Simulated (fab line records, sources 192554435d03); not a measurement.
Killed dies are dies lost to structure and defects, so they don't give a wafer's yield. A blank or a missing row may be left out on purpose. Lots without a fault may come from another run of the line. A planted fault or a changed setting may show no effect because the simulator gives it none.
Chamber matching | flow n5_finfet | N5_FIN_SAQP_FIN_ETCH_36 on rie_si-05: 4 sister chambers
The step etches the open film in HBr/Cl2/O2, target depth 120 nm, time 50.4 s. 4 wafers are shown with their chamber, then 9 later ones without.

WAFERS WITH THEIR CHAMBER
wafer  | chamber | drypump_motor_current_A (A)
L085.1 | 1       | 5.5
L086.1 | 3       | 6.5
L086.4 | 0       | 5.8
L086.5 | 2       | 4.8

WAFERS WITHOUT THEIR CHAMBER
wafer  | drypump_motor_current_A (A)
L094.2 | 5.8
L094.4 | 6.5
L094.6 | 4.8
L096.2 | 5.5
L096.4 | 6.4
L096.6 | 6.5
L097.2 | 5.5
L097.3 | 6.5
L097.4 | 4.8

WHICH CHAMBER EACH WENT THROUGH
wafer  | from the rows above | in truth
L094.2 | 0                   | 0
L094.4 | 3                   | 3
L094.6 | 2                   | 2
L096.2 | 1                   | 1
L096.4 | 3                   | 3
L096.6 | 3                   | 3
L097.2 | 1                   | 1
L097.3 | 3                   | 3
L097.4 | 2                   | 2
Placed correctly: 9 of 9. Can't be placed from these rows: 0. Placed wrongly: 0.
How it was worked out, from the rows above alone: a wafer's distance from a chamber is the root of the sum, over the readings, of the square of ((its reading less the chamber's mean) divided by the reading's scatter). The wafer belongs to the nearest chamber; if the next one is less than 2 further off, it can't be placed. A chamber's mean is the mean of its shown wafers. The scatter: with one shown wafer a chamber, the root of the mean of the squares of how far each hidden wafer lies from its nearest shown one.
